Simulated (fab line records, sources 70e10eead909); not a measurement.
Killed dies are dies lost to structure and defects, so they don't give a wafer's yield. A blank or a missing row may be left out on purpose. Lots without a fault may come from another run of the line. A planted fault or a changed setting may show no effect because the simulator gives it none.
Which tool did it? | flow nand_harc | 12 lots, 36 wafers sampled, at 6 steps of a route of 1302

WHAT THE GAUGES READ, wafer by wafer
NHARC_A_M0_OVL_MEAS_10: pitch 160 nm. Usual: overlay_x_nm -0.2 nm, standard deviation 0.91; overlay_y_nm -0.4 nm, standard deviation 0.92.
lot  | measured     | on         | overlay_x_nm (nm) | overlay_y_nm (nm) | flag
L255 | day 22 14:39 | overlay-02 | 1.1 1.4 0.9       | -0.1 0.3 0.0      |
L258 | day 23 23:46 | overlay-01 | 1.2 0.9 0.7       | -1.4 -1.7 -1.9    |
L259 | day 24 00:20 | overlay-02 | 1.5 1.1 1.4       | 0.5 0.0 0.4       |
L256 | day 24 05:05 | overlay-01 | -0.4 -0.7 -0.5    | -1.0 -0.5 -0.8    |
L260 | day 24 21:14 | overlay-01 | -0.5 -0.4 -0.9    | -0.9 -0.7 -1.1    |
L262 | day 26 03:56 | overlay-02 | -0.8 -0.2 -0.7    | 0.6 1.2 0.8       |
L264 | day 27 18:16 | overlay-02 | 0.2 0.2 0.0       | -0.1 -0.7 -0.2    |
L266 | day 27 20:45 | overlay-02 | -0.8 -0.7 -0.4    | 1.3 1.2 1.1       |
L267 | day 28 01:47 | overlay-01 | 0.3 -0.1 -0.1     | -1.7 -1.2 -1.3    |
L271 | day 29 23:26 | overlay-02 | -0.7 -1.1 -1.2    | -0.9 -0.8 -0.5    |
L270 | day 30 03:59 | overlay-01 | 0.5 0.6 0.4       | 0.5 0.6 0.6       |
L273 | day 30 22:22 | overlay-01 | 0.4 0.8 0.6       | -0.9 -1.2 -1.4    |

NHARC_A_M1_CD_MEAS_09: target cd 120 nm. Usual: cd_nm 119.8 nm, standard deviation 0.5.
lot  | measured     | on        | cd_nm (nm)        | flag
L255 | day 22 18:40 | cd_sem-01 | 119.8 120.1 121.1 |
L258 | day 24 04:35 | cd_sem-01 | 120.0 120.2 120.0 |
L259 | day 24 04:44 | cd_sem-03 | 120.2 120.0 119.6 |
L256 | day 24 09:02 | cd_sem-03 | 118.9 118.5 118.6 |
L260 | day 25 01:47 | cd_sem-03 | 118.7 119.1 119.4 |
L262 | day 26 07:52 | cd_sem-01 | 119.8 120.2 119.8 |
L264 | day 27 22:17 | cd_sem-01 | 120.0 120.3 120.0 |
L266 | day 28 01:02 | cd_sem-03 | 120.3 120.7 120.0 |
L267 | day 28 05:40 | cd_sem-01 | 119.3 119.5 119.7 |
L271 | day 30 03:27 | cd_sem-01 | 119.5 121.6 120.3 |
L270 | day 30 07:56 | cd_sem-01 | 120.0 120.1 119.5 |
L273 | day 31 02:25 | cd_sem-01 | 120.4 119.7 119.8 |

NHARC_END_SORT_01. Usual: defect_limited_yield 91.4 %, standard deviation 2.6; killed_at_array 53, standard deviation 18; killed_at_other 0.9, standard deviation 1.3; killed_at_periphery 4, standard deviation 3.1; killed_dies 58, standard deviation 18; killed_open 3.4, standard deviation 2; killed_short 2.5, standard deviation 1.8; sort_bin_2_pct 3.1 %, standard deviation 1.2; sort_bin_3_pct 0.7 %, standard deviation 0.38; sort_bin_4_pct 4.8 %, standard deviation 1.5; sort_n_pass 619, standard deviation 18; sort_rim_yield_pct 90 %, standard deviation 4.6; sort_yield_pct 91.4 %, standard deviation 2.6.
lot  | measured     | on        | defect_limited_yield (%) | killed_at_array | killed_at_other | killed_at_periphery | killed_dies | killed_open | killed_short | sort_bin_2_pct (%) | sort_bin_3_pct (%) | sort_bin_4_pct (%) | sort_n_pass | sort_rim_yield_pct (%) | sort_yield_pct (%) | flag
L256 | day 26 02:10 | prober-01 | 88.6 91.6 89.2           | 72 54 68        | 1 0 2           | 4 3 3               | 77 57 73    | 7 2 6       | 3 1 3        | 3.5 2.4 4.3        | 0.6 0.9 0.6        | 7.2 5.2 5.9        | 600 620 604 | 88 92 95               | 88.6 91.6 89.2     |
L264 | day 29 11:55 | prober-01 | 91.9 91.4 91.0           | 52 56 61        | 0 0 0           | 3 2 0               | 55 58 61    | 3 2 5       | 6 2 4        | 3.7 2.4 3.7        | 0.9 0.9 1.0        | 3.5 5.3 4.3        | 622 619 616 | 84 87 87               | 91.9 91.4 91.0     |
L271 | day 31 19:02 | prober-02 | 91.6 89.1 87.3           | 50 57 78        | 1 6 1           | 6 11 7              | 57 74 86    | 1 8 4       | 4 1 2        | 3.5 2.8 4.7        | 0.7 1.6 0.7        | 4.1 6.5 7.2        | 620 603 591 | 85 85 89               | 91.6 89.1 87.3     |
L270 | day 31 19:02 | prober-01 | 88.2 90.5 86.9           | 73 58 89        | 1 1 0           | 6 5 0               | 80 64 89    | 5 7 5       | 4 0 6        | 4.6 2.8 4.9        | 1.5 0.6 0.7        | 5.8 6.1 7.5        | 597 613 588 | 95 85 88               | 88.2 90.5 86.9     |

WHICH TOOL RAN EACH LOT (tool, then ch and the chambers of the sampled wafers, then the start)
lot  | NHARC_A_M0_PVD_20                       | NHARC_A_M0_PRE_CLEAN_31         | NHARC_A_M1_PEB_07
L255 | pvd_sputter-03, day 22 17:21 or earlier | pecvd-03 ch 0,2, day 22 17:21   | litho_track-04 ch 0, day 22 18:35
L258 | pvd_sputter-03, day 24 02:57 or earlier | pecvd-01 ch 0,2, day 24 02:57   | litho_track-06 ch 0, day 24 04:30
L259 | pvd_sputter-02, day 24 03:00 or earlier | pecvd-04 ch 0,2, day 24 03:00   | litho_track-01 ch 0, day 24 04:39
L256 | pvd_sputter-01, day 24 07:46 or earlier | pecvd-04 ch 0,2, day 24 07:46   | litho_track-04 ch 0, day 24 08:58
L260 | pvd_sputter-03, day 25 00:29 or earlier | pecvd-03 ch 0,1, day 25 00:29   | litho_track-01 ch 0, day 25 01:42
L262 | pvd_sputter-03, day 26 06:34 or earlier | pecvd-03 ch 0,1, day 26 06:34   | litho_track-01 ch 0, day 26 07:47
L264 | pvd_sputter-03, day 27 20:59 or earlier | pecvd-04 ch 0,1,2, day 27 20:59 | litho_track-04 ch 0, day 27 22:13
L266 | pvd_sputter-03, day 27 23:43 or earlier | pecvd-01 ch 0,1, day 27 23:43   | litho_track-04 ch 0, day 28 00:58
L267 | pvd_sputter-03, day 28 04:28 or earlier | pecvd-03 ch 0,1,2, day 28 04:28 | litho_track-06 ch 0, day 28 05:35
L271 | pvd_sputter-02, day 30 02:07 or earlier | pecvd-01 ch 0,2, day 30 02:07   | litho_track-04 ch 0, day 30 03:22
L270 | pvd_sputter-02, day 30 06:37 or earlier | pecvd-04 ch 1,2, day 30 06:37   | litho_track-01 ch 0, day 30 07:51
L273 | pvd_sputter-02, day 31 01:05 or earlier | pecvd-04 ch 0,1, day 31 01:05   | litho_track-06 ch 0, day 31 02:20
- NHARC_A_M0_PVD_20: deposits TaN, target thk 5 nm, time 8.06 s.
- NHARC_A_M0_PRE_CLEAN_31: time 12 s.
- NHARC_A_M1_PEB_07: peb time 65 s.

WHAT THE TOOLS THEMSELVES READ (means of the sampled wafers that have a number; where no wafer has one, the mark that the record gives instead)
NHARC_A_M0_PVD_20. Usual: throttle_valve_pct 29.9 %, standard deviation 1.1.
lot  | tool           | throttle_valve_pct (%) | flag
L255 | pvd_sputter-03 | 29.8                   |
L258 | pvd_sputter-03 | 29.4                   |
L259 | pvd_sputter-02 | 29.8                   |
L256 | pvd_sputter-01 | 29.3                   |
L260 | pvd_sputter-03 | 30.6                   |
L262 | pvd_sputter-03 | 29.5                   |
L264 | pvd_sputter-03 | 29.4                   |
L266 | pvd_sputter-03 | 29.3                   |
L267 | pvd_sputter-03 | 30.7                   |
L271 | pvd_sputter-02 | 30.9                   |
L270 | pvd_sputter-02 | 30.9                   |
L273 | pvd_sputter-02 | 30.6                   |

NHARC_A_M0_PRE_CLEAN_31. Usual: heater_power_w 677 W, standard deviation 85.
lot  | tool     | heater_power_w (W) | flag
L255 | pecvd-03 | 585                |
L258 | pecvd-01 | 627                |
L259 | pecvd-04 | 792                |
L256 | pecvd-04 | 723                |
L260 | pecvd-03 | 660                |
L262 | pecvd-03 | 685                |
L264 | pecvd-04 | 737                |
L266 | pecvd-01 | 673                |
L267 | pecvd-03 | 656                |
L271 | pecvd-01 | 605                |
L270 | pecvd-04 | 646                |
L273 | pecvd-04 | 775                |

THE ANSWER, worked out from the rows above alone
Rule: a lot is off if the mean of its wafers that have a number lies more than 3 standard deviations from the usual mean. A lot without any number at a reading at which 4 lots or more have one is off too. The other lots that the step has rows for count as sound. The gauges are gone through in route order, then the tools' own readings, and for those a lot's mean is taken as printed above. The first step at which some lot is off is used, and at that step the reading that is off furthest; a lot without a number counts as furthest.
No lot is off at any reading shown: from this, nothing can be told.

WHAT THE SIMULATOR HAD PUT IN
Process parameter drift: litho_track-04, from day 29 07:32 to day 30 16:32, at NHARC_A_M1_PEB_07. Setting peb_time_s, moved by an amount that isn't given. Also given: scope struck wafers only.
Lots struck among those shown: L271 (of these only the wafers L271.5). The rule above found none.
